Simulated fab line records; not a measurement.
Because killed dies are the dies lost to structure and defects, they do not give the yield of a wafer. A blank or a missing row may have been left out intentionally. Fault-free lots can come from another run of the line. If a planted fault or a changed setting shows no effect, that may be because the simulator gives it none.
The tool behind it: which one? || flow nand-harc || 15 lots with 42 wafers sampled at 4 steps, on a route of 1302 steps

## WHAT THE GAUGES READ, wafer by wafer
NHARC_A_ONON_D2_THK_MEAS_02: measures by ellipsometry.
{"lot": "L229", "measured": "day 13 01:58", "on": "film-metro-01", "thk-nm (nm)": "996 996 999"}
{"lot": "L230", "measured": "day 13 01:59", "on": "film-metro-02", "thk-nm (nm)": "1010 1010 1012"}
{"lot": "L231", "measured": "day 13 07:49", "on": "film-metro-02", "thk-nm (nm)": "989 988 989"}
{"lot": "L232", "measured": "day 13 07:48", "on": "film-metro-01", "thk-nm (nm)": "1009 1011 1009"}
{"lot": "L233", "measured": "day 14 09:00", "on": "film-metro-02", "thk-nm (nm)": "1005 1004 1003"}
{"lot": "L235", "measured": "day 15 03:17", "on": "film-metro-02", "thk-nm (nm)": "1011 1012 1012"}
{"lot": "L238", "measured": "day 16 15:05", "on": "film-metro-01", "thk-nm (nm)": "1085 990"}
{"lot": "L240", "measured": "day 17 02:20", "on": "film-metro-01", "thk-nm (nm)": "991 1086"}
{"lot": "L242", "measured": "day 17 17:01", "on": "film-metro-02", "thk-nm (nm)": "993 1086"}
{"lot": "L245", "measured": "day 19 16:01", "on": "film-metro-02", "thk-nm (nm)": "994 993 994"}
{"lot": "L247", "measured": "day 19 20:43", "on": "film-metro-01", "thk-nm (nm)": "1016 1012 1013"}
{"lot": "L248", "measured": "day 20 14:32", "on": "film-metro-02", "thk-nm (nm)": "989 991 987"}
{"lot": "L250", "measured": "day 21 17:22", "on": "film-metro-02", "thk-nm (nm)": "1008 1008 1008"}
{"lot": "L252", "measured": "day 21 17:31", "on": "film-metro-01", "thk-nm (nm)": "995 995 996"}
{"lot": "L251", "measured": "day 21 23:22", "on": "film-metro-02", "thk-nm (nm)": "1003 1005 1001"}

## WHAT TOOL EACH LOT RAN ON (gives the tool, then ch and the chambers of the sampled wafers, and finally the start)
{"lot": "L229", "NHARC_A_CHANNEL_FILL_D1_ETCHBACK_19": "rie-si-02 ch 0,1, day 10 00:56", "NHARC_A_CHANNEL_FILL_D1_ALD_25": "ald-hk-02 ch 1,2, day 10 13:10", "NHARC_A_ONON_D2_DEP_00": "pecvd-onon-03 ch 0, day 13 01:28"}
{"lot": "L230", "NHARC_A_CHANNEL_FILL_D1_ETCHBACK_19": "rie-si-04 ch 1,2,3, day 10 08:53", "NHARC_A_CHANNEL_FILL_D1_ALD_25": "ald-hk-04 ch 0,2,3, day 10 22:09", "NHARC_A_ONON_D2_DEP_00": "pecvd-onon-02 ch 0, day 13 01:32"}
{"lot": "L231", "NHARC_A_CHANNEL_FILL_D1_ETCHBACK_19": "rie-si-04 ch 0,2, day 10 18:28", "NHARC_A_CHANNEL_FILL_D1_ALD_25": "ald-hk-03 ch 0,2, day 11 06:28", "NHARC_A_ONON_D2_DEP_00": "pecvd-onon-03 ch 0, day 13 07:18"}
{"lot": "L232", "NHARC_A_CHANNEL_FILL_D1_ETCHBACK_19": "rie-si-02 ch 2,3, day 10 21:59", "NHARC_A_CHANNEL_FILL_D1_ALD_25": "ald-hk-02 ch 2,3, day 11 10:50", "NHARC_A_ONON_D2_DEP_00": "pecvd-onon-04 ch 0, day 13 07:28"}
{"lot": "L233", "NHARC_A_CHANNEL_FILL_D1_ETCHBACK_19": "rie-si-05 ch 0,1,3, day 11 15:44", "NHARC_A_CHANNEL_FILL_D1_ALD_25": "ald-hk-03 ch 0,1, day 12 05:40", "NHARC_A_ONON_D2_DEP_00": "pecvd-onon-03 ch 0, day 14 08:37"}
{"lot": "L235", "NHARC_A_CHANNEL_FILL_D1_ETCHBACK_19": "rie-si-04 ch 2,3, day 12 15:57", "NHARC_A_CHANNEL_FILL_D1_ALD_25": "ald-hk-02 ch 2,3, day 13 03:49", "NHARC_A_ONON_D2_DEP_00": "pecvd-onon-03 ch 0, day 15 02:56"}
{"lot": "L238", "NHARC_A_CHANNEL_FILL_D1_ETCHBACK_19": "rie-si-04 ch 0,2, day 13 22:14", "NHARC_A_CHANNEL_FILL_D1_ALD_25": "ald-hk-02 ch 1,3, day 14 14:35", "NHARC_A_ONON_D2_DEP_00": "pecvd-onon-03 ch 0, day 16 14:38"}
{"lot": "L240", "NHARC_A_CHANNEL_FILL_D1_ETCHBACK_19": "rie-si-04 ch 1,2, day 14 15:13", "NHARC_A_CHANNEL_FILL_D1_ALD_25": "ald-hk-04 ch 1,3, day 15 06:21", "NHARC_A_ONON_D2_DEP_00": "pecvd-onon-03 ch 0, day 17 01:56"}
{"lot": "L242", "NHARC_A_CHANNEL_FILL_D1_ETCHBACK_19": "rie-si-02 ch 0,3, day 15 01:46", "NHARC_A_CHANNEL_FILL_D1_ALD_25": "ald-hk-03 ch 1,2, day 15 16:13", "NHARC_A_ONON_D2_DEP_00": "pecvd-onon-03 ch 0, day 17 16:44"}
{"lot": "L245", "NHARC_A_CHANNEL_FILL_D1_ETCHBACK_19": "rie-si-02 ch 0,2, day 16 21:58", "NHARC_A_CHANNEL_FILL_D1_ALD_25": "ald-hk-03 ch 0,2, day 17 10:04", "NHARC_A_ONON_D2_DEP_00": "pecvd-onon-04 ch 0, day 19 15:31"}
{"lot": "L247", "NHARC_A_CHANNEL_FILL_D1_ETCHBACK_19": "rie-si-05 ch 1,2,3, day 17 06:27", "NHARC_A_CHANNEL_FILL_D1_ALD_25": "ald-hk-02 ch 0,2,3, day 17 18:22", "NHARC_A_ONON_D2_DEP_00": "pecvd-onon-02 ch 0, day 19 20:11"}
{"lot": "L248", "NHARC_A_CHANNEL_FILL_D1_ETCHBACK_19": "rie-si-04 ch 0,2,3, day 17 13:34", "NHARC_A_CHANNEL_FILL_D1_ALD_25": "ald-hk-03 ch 1,2,3, day 18 01:33", "NHARC_A_ONON_D2_DEP_00": "pecvd-onon-04 ch 0, day 20 14:01"}
{"lot": "L250", "NHARC_A_CHANNEL_FILL_D1_ETCHBACK_19": "rie-si-04 ch 1,2,3, day 19 01:37", "NHARC_A_CHANNEL_FILL_D1_ALD_25": "ald-hk-03 ch 0,2, day 19 14:16", "NHARC_A_ONON_D2_DEP_00": "pecvd-onon-03 ch 0, day 21 16:59"}
{"lot": "L252", "NHARC_A_CHANNEL_FILL_D1_ETCHBACK_19": "rie-si-02 ch 0,1,3, day 19 01:38", "NHARC_A_CHANNEL_FILL_D1_ALD_25": "ald-hk-02 ch 0,3, day 19 13:37", "NHARC_A_ONON_D2_DEP_00": "pecvd-onon-02 ch 0, day 21 17:04"}
{"lot": "L251", "NHARC_A_CHANNEL_FILL_D1_ETCHBACK_19": "rie-si-05 ch 0,3, day 19 08:41", "NHARC_A_CHANNEL_FILL_D1_ALD_25": "ald-hk-03 ch 0,2,3, day 20 00:14", "NHARC_A_ONON_D2_DEP_00": "pecvd-onon-03 ch 0, day 21 22:52"}
- NHARC_A_CHANNEL_FILL_D1_ETCHBACK_19: etches the open film in HBr/Cl2, target depth 5 nm, time 1.7 s.
- NHARC_A_CHANNEL_FILL_D1_ALD_25: deposits SiOx, target thk 60 nm, pulse time 10 s, ald cycles 600.
- NHARC_A_ONON_D2_DEP_00: target thk 1000 nm.

## AS READ BY THE TOOLS THEMSELVES (means over the sampled wafers that have a number; for cases with no such wafer, the mark the record gives instead)
NHARC_A_CHANNEL_FILL_D1_ETCHBACK_19.
{"lot": "L229", "tool": "rie-si-02", "chamber-pressure-mTorr (mTorr)": 15.011, "drypump-motor-current-A (A)": 6.2, "oes-product-au (a.u.)": 1.004, "throttle-valve-pct (%)": 26.406}
{"lot": "L230", "tool": "rie-si-04", "chamber-pressure-mTorr (mTorr)": 15.005, "drypump-motor-current-A (A)": 5.8, "oes-product-au (a.u.)": 0.994, "throttle-valve-pct (%)": 26.404}
{"lot": "L231", "tool": "rie-si-04", "chamber-pressure-mTorr (mTorr)": 14.997, "drypump-motor-current-A (A)": 5.8, "oes-product-au (a.u.)": 1.002, "throttle-valve-pct (%)": 26.410}
{"lot": "L232", "tool": "rie-si-02", "chamber-pressure-mTorr (mTorr)": 15.014, "drypump-motor-current-A (A)": 5.4, "oes-product-au (a.u.)": 0.989, "throttle-valve-pct (%)": 26.412}
{"lot": "L233", "tool": "rie-si-05", "chamber-pressure-mTorr (mTorr)": 14.994, "drypump-motor-current-A (A)": 5.6, "oes-product-au (a.u.)": 1.008, "throttle-valve-pct (%)": 26.401}
{"lot": "L235", "tool": "rie-si-04", "chamber-pressure-mTorr (mTorr)": 14.998, "drypump-motor-current-A (A)": 5.5, "oes-product-au (a.u.)": 0.998, "throttle-valve-pct (%)": 26.406}
{"lot": "L238", "tool": "rie-si-04", "chamber-pressure-mTorr (mTorr)": 14.997, "drypump-motor-current-A (A)": 5.7, "oes-product-au (a.u.)": 1.000, "throttle-valve-pct (%)": 26.406}
{"lot": "L240", "tool": "rie-si-04", "chamber-pressure-mTorr (mTorr)": 15.006, "drypump-motor-current-A (A)": 5.8, "oes-product-au (a.u.)": 0.998, "throttle-valve-pct (%)": 26.402}
{"lot": "L242", "tool": "rie-si-02", "chamber-pressure-mTorr (mTorr)": 15.003, "drypump-motor-current-A (A)": 6.2, "oes-product-au (a.u.)": 0.997, "throttle-valve-pct (%)": 26.406}
{"lot": "L245", "tool": "rie-si-02", "chamber-pressure-mTorr (mTorr)": 15.002, "drypump-motor-current-A (A)": 5.8, "oes-product-au (a.u.)": 1.006, "throttle-valve-pct (%)": 26.411}
{"lot": "L247", "tool": "rie-si-05", "chamber-pressure-mTorr (mTorr)": 14.993, "drypump-motor-current-A (A)": 5.7, "oes-product-au (a.u.)": 1.001, "throttle-valve-pct (%)": 26.413}
{"lot": "L248", "tool": "rie-si-04", "chamber-pressure-mTorr (mTorr)": 15.004, "drypump-motor-current-A (A)": 5.7, "oes-product-au (a.u.)": 0.993, "throttle-valve-pct (%)": 26.412}
{"lot": "L250", "tool": "rie-si-04", "chamber-pressure-mTorr (mTorr)": 15.013, "drypump-motor-current-A (A)": 5.8, "oes-product-au (a.u.)": 0.984, "throttle-valve-pct (%)": 26.401}
{"lot": "L252", "tool": "rie-si-02", "chamber-pressure-mTorr (mTorr)": 14.999, "drypump-motor-current-A (A)": 6.0, "oes-product-au (a.u.)": 0.997, "throttle-valve-pct (%)": 26.410}
{"lot": "L251", "tool": "rie-si-05", "chamber-pressure-mTorr (mTorr)": 15.012, "drypump-motor-current-A (A)": 5.6, "oes-product-au (a.u.)": 1.006, "throttle-valve-pct (%)": 26.403}

NHARC_A_CHANNEL_FILL_D1_ALD_25.
{"lot": "L229", "tool": "ald-hk-02", "heater-power-w (W)": 473, "precursor-pulse-height-rel": 1.014}
{"lot": "L230", "tool": "ald-hk-04", "heater-power-w (W)": 479, "precursor-pulse-height-rel": 1.006}
{"lot": "L231", "tool": "ald-hk-03", "heater-power-w (W)": 466, "precursor-pulse-height-rel": 1.013}
{"lot": "L232", "tool": "ald-hk-02", "heater-power-w (W)": 438, "precursor-pulse-height-rel": 1.007}
{"lot": "L233", "tool": "ald-hk-03", "heater-power-w (W)": 449, "precursor-pulse-height-rel": 1.004}
{"lot": "L235", "tool": "ald-hk-02", "heater-power-w (W)": 445, "precursor-pulse-height-rel": 1.008}
{"lot": "L238", "tool": "ald-hk-02", "heater-power-w (W)": 472, "precursor-pulse-height-rel": 1.012}
{"lot": "L240", "tool": "ald-hk-04", "heater-power-w (W)": 452, "precursor-pulse-height-rel": 1.006}
{"lot": "L242", "tool": "ald-hk-03", "heater-power-w (W)": 461, "precursor-pulse-height-rel": 0.980}
{"lot": "L245", "tool": "ald-hk-03", "heater-power-w (W)": 472, "precursor-pulse-height-rel": 1.013}
{"lot": "L247", "tool": "ald-hk-02", "heater-power-w (W)": 494, "precursor-pulse-height-rel": 1.008}
{"lot": "L248", "tool": "ald-hk-03", "heater-power-w (W)": 474, "precursor-pulse-height-rel": 1.019}
{"lot": "L250", "tool": "ald-hk-03", "heater-power-w (W)": 491, "precursor-pulse-height-rel": 0.988}
{"lot": "L252", "tool": "ald-hk-02", "heater-power-w (W)": 462, "precursor-pulse-height-rel": 0.998}
{"lot": "L251", "tool": "ald-hk-03", "heater-power-w (W)": 483, "precursor-pulse-height-rel": 0.979}

NHARC_A_ONON_D2_DEP_00.
{"lot": "L229", "tool": "pecvd-onon-03", "sih4-flow-sccm (sccm)": 210.3}
{"lot": "L230", "tool": "pecvd-onon-02", "sih4-flow-sccm (sccm)": 210.6}
{"lot": "L231", "tool": "pecvd-onon-03", "sih4-flow-sccm (sccm)": 209.0}
{"lot": "L232", "tool": "pecvd-onon-04", "sih4-flow-sccm (sccm)": 210.1}
{"lot": "L233", "tool": "pecvd-onon-03", "sih4-flow-sccm (sccm)": 210.0}
{"lot": "L235", "tool": "pecvd-onon-03", "sih4-flow-sccm (sccm)": 210.3}
{"lot": "L238", "tool": "pecvd-onon-03", "sih4-flow-sccm (sccm)": 209.1}
{"lot": "L240", "tool": "pecvd-onon-03", "sih4-flow-sccm (sccm)": 210.1}
{"lot": "L242", "tool": "pecvd-onon-03", "sih4-flow-sccm (sccm)": 210.6}
{"lot": "L245", "tool": "pecvd-onon-04", "sih4-flow-sccm (sccm)": 209.9}
{"lot": "L247", "tool": "pecvd-onon-02", "sih4-flow-sccm (sccm)": 209.6}
{"lot": "L248", "tool": "pecvd-onon-04", "sih4-flow-sccm (sccm)": 210.9}
{"lot": "L250", "tool": "pecvd-onon-03", "sih4-flow-sccm (sccm)": 210.0}
{"lot": "L252", "tool": "pecvd-onon-02", "sih4-flow-sccm (sccm)": 210.3}
{"lot": "L251", "tool": "pecvd-onon-03", "sih4-flow-sccm (sccm)": 209.7}

## THE ANSWER, worked out from the rows above alone
Rule: usual is defined by the lots themselves. The widest of any qualifying gaps counts: lots, ordered by their means at a reading, are off when they make up no more than a third of the lots, leave a main group of 4 or more, and stand apart from it by 3 or more times the standard deviation of that group's means. A main group is skipped when, at the precision printed for the reading in the tables above, its means are all equal. A lot without any number at a reading at which 4 lots or more have one is off too. Where the step has rows for the other lots, those lots are counted as sound. The gauges are gone through in route order, then the tools' own readings, and for those a lot's mean is taken as printed above. At the first step where some lot is off, the reading lying furthest off is the one used; lots without a number count as furthest.
Across all readings shown, no lot is off: no conclusion can be drawn from this.

## WHAT THE SIMULATOR HAD INSERTED
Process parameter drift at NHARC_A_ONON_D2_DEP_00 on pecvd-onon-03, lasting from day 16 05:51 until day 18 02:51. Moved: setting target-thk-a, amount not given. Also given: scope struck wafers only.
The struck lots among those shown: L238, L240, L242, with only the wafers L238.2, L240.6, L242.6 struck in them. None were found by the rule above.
